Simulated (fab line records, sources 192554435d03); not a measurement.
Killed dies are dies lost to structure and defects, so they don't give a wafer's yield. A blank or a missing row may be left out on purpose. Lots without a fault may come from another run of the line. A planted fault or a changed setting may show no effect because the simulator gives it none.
Which tool did it? | flow n5_finfet | 14 lots, 42 wafers sampled, at 4 steps of a route of 1938

WHAT THE GAUGES READ, wafer by wafer
N5_MOL_CONTACT_COAG_CD_MEAS_08: target cd 28 nm.
lot  | measured     | on        | cd_nm (nm)
L612 | day 4 21:02  | cd_sem-03 | 28.17 27.93 27.94
L613 | day 4 22:56  | cd_sem-03 | 28.54 28.17 28.18
L615 | day 5 09:34  | cd_sem-03 | 27.97 28.09 28.06
L616 | day 5 17:47  | cd_sem-02 | 28.09 27.49 28.11
L617 | day 5 20:15  | cd_sem-01 | 27.60 27.74 28.35
L619 | day 6 11:03  | cd_sem-01 | 28.33 27.74 27.59
L624 | day 7 22:41  | cd_sem-01 | - - -
L625 | day 7 23:52  | cd_sem-01 | - - -
L629 | day 9 02:47  | cd_sem-01 | 28.26 28.45 28.28
L630 | day 9 03:16  | cd_sem-01 | 28.05 27.78 27.80
L631 | day 9 09:09  | cd_sem-02 | 28.10 28.40 28.26
L633 | day 10 02:49 | cd_sem-02 | 27.99 28.18 28.17
L634 | day 10 03:57 | cd_sem-01 | 28.24 27.87 27.95
L635 | day 10 08:59 | cd_sem-02 | 28.19 27.85 28.13

WHICH TOOL RAN EACH LOT (tool, then ch and the chambers of the sampled wafers, then the start)
lot  | N5_GATE_CUT_ETCH_47               | N5_GATE_CUT_CMP_43            | N5_MOL_CONTACT_COAG_EXPOSE_05
L612 | rie_metal-03 ch 0,1, day 4 15:59  | cmp-03 ch 1,2, day 4 19:59    | euv_scanner-02 ch 0, day 4 20:55
L613 | rie_metal-03 ch 0,1, day 4 19:47  | cmp-03 ch 1,2, day 4 22:01    | euv_scanner-02 ch 0, day 4 22:49
L615 | rie_metal-02 ch 0,1, day 5 06:26  | cmp-02 ch 1,2, day 5 08:34    | euv_scanner-01 ch 0, day 5 09:26
L616 | rie_metal-02 ch 0,1, day 5 14:31  | cmp-03 ch 0,2,3, day 5 16:40  | euv_scanner-02 ch 0, day 5 17:40
L617 | rie_metal-03 ch 0,1, day 5 17:08  | cmp-04 ch 0,3, day 5 19:19    | euv_scanner-02 ch 0, day 5 20:07
L619 | rie_metal-02 ch 0,1, day 6 07:44  | cmp-02 ch 0,1,3, day 6 10:09  | euv_scanner-01 ch 0, day 6 10:56
L624 | rie_metal-01 ch 0,1, day 7 19:26  | cmp-04 ch 0,1, day 7 21:38    | euv_scanner-01, day 7 22:34
L625 | rie_metal-03 ch 0,1, day 7 20:38  | cmp-04 ch 0,1, day 7 22:49    | euv_scanner-02, day 7 23:46
L629 | rie_metal-02 ch 0,1, day 8 22:37  | cmp-03 ch 1,2,3, day 9 01:51  | euv_scanner-01 ch 0, day 9 02:39
L630 | rie_metal-03 ch 0,1, day 9 00:00  | cmp-04 ch 0,1,2, day 9 02:13  | euv_scanner-02 ch 0, day 9 03:08
L631 | rie_metal-01 ch 0,1, day 9 06:02  | cmp-04 ch 0,2, day 9 08:13    | euv_scanner-02 ch 0, day 9 09:02
L633 | rie_metal-03 ch 0,1, day 9 23:29  | cmp-02 ch 1,3, day 10 01:49   | euv_scanner-02 ch 0, day 10 02:41
L634 | rie_metal-01 ch 0,1, day 10 00:50 | cmp-04 ch 1,2,3, day 10 03:06 | euv_scanner-02 ch 0, day 10 03:50
L635 | rie_metal-02 ch 0, day 10 05:32   | cmp-02 ch 0,2,3, day 10 07:50 | euv_scanner-01 ch 0, day 10 08:52
- N5_GATE_CUT_ETCH_47: etches SiO2 in Cl2/BCl3, target depth 10 nm.
- N5_GATE_CUT_CMP_43: polishes SiO2.
- N5_MOL_CONTACT_COAG_EXPOSE_05: exposes mask CA, defocus 0 nm.

WHAT THE TOOLS THEMSELVES READ (means of the sampled wafers that have a number; where no wafer has one, the mark that the record gives instead)
N5_GATE_CUT_ETCH_47.
lot  | tool         | drypump_motor_current_A (A) | oes_product_au (a.u.) | throttle_valve_pct (%)
L612 | rie_metal-03 | 5.2                         | 0.71                  | 23.01
L613 | rie_metal-03 | 5.2                         | 0.71                  | 23.01
L615 | rie_metal-02 | 5.8                         | 0.79                  | 22.97
L616 | rie_metal-02 | 5.8                         | 0.79                  | 22.98
L617 | rie_metal-03 | 5.2                         | 0.71                  | 23.01
L619 | rie_metal-02 | 5.4                         | 0.73                  | 23.07
L624 | rie_metal-01 | 5.6                         | 0.77                  | 22.86
L625 | rie_metal-03 | 5.2                         | 0.70                  | 23.02
L629 | rie_metal-02 | 5.5                         | 0.72                  | 23.08
L630 | rie_metal-03 | 5.2                         | 0.70                  | 23.02
L631 | rie_metal-01 | 5.7                         | 0.75                  | 22.88
L633 | rie_metal-03 | 5.1                         | 0.69                  | 22.87
L634 | rie_metal-01 | 5.9                         | 0.71                  | 22.74
L635 | rie_metal-02 | 5.1                         | 0.66                  | 23.18

N5_GATE_CUT_CMP_43.
lot  | tool   | motor_current_A (A)
L612 | cmp-03 | 12.2
L613 | cmp-03 | 11.8
L615 | cmp-02 | 12.4
L616 | cmp-03 | 12.9
L617 | cmp-04 | 11.6
L619 | cmp-02 | 13.0
L624 | cmp-04 | 12.6
L625 | cmp-04 | 12.4
L629 | cmp-03 | 11.8
L630 | cmp-04 | 12.0
L631 | cmp-04 | 10.2
L633 | cmp-02 | 13.0
L634 | cmp-04 | 12.7
L635 | cmp-02 | 13.5

N5_MOL_CONTACT_COAG_EXPOSE_05.
lot  | tool           | exposure_dose_mJ_cm2 | focus_offset_nm (nm)
L612 | euv_scanner-02 | 38.27                | 0.6
L613 | euv_scanner-02 | 38.27                | 1.0
L615 | euv_scanner-01 | 38.14                | -0.2
L616 | euv_scanner-02 | 38.24                | 0.1
L617 | euv_scanner-02 | 38.29                | -0.8
L619 | euv_scanner-01 | 38.16                | 0.4
L624 | euv_scanner-01 | -                    | -
L625 | euv_scanner-02 | -                    | -
L629 | euv_scanner-01 | 38.11                | 0.0
L630 | euv_scanner-02 | 38.23                | 0.4
L631 | euv_scanner-02 | 38.28                | 0.7
L633 | euv_scanner-02 | 38.31                | 0.7
L634 | euv_scanner-02 | 38.22                | -0.4
L635 | euv_scanner-01 | 38.17                | 0.8

THE ANSWER, worked out from the rows above alone
Rule: what is usual is taken from the lots themselves. Put in order of their means at a reading, lots are off if they are a third of the lots or fewer, leave a main group of 4 or more, and stand apart from it by a gap of 3 or more times the standard deviation of the main group's means; of several such gaps the widest counts. A main group whose means are all the same, to the digits that the tables above print for the reading, isn't used. A lot without any number at a reading at which 4 lots or more have one is off too. The other lots that the step has rows for count as sound. The gauges are gone through in route order, then the tools' own readings, and for those a lot's mean is taken as printed above. The first step at which some lot is off is used, and at that step the reading that is off furthest; a lot without a number counts as furthest.
Off: L624, L625, at N5_MOL_CONTACT_COAG_CD_MEAS_08 (cd_nm). Without a number there: L624, L625. The main group: mean 28.06 nm, standard deviation 0.16.
A tool fits if, at a process step before that reading, it ran every lot that is off, and no sound lot after the first of them. The gauges at N5_MOL_CONTACT_COAG_CD_MEAS_08 aren't tried: what is off there is off at N5_MOL_CONTACT_COAG_EXPOSE_05 too, on other tools, and a gauge's error can't cause that. None of those tried fits.

WHAT THE SIMULATOR HAD PUT IN
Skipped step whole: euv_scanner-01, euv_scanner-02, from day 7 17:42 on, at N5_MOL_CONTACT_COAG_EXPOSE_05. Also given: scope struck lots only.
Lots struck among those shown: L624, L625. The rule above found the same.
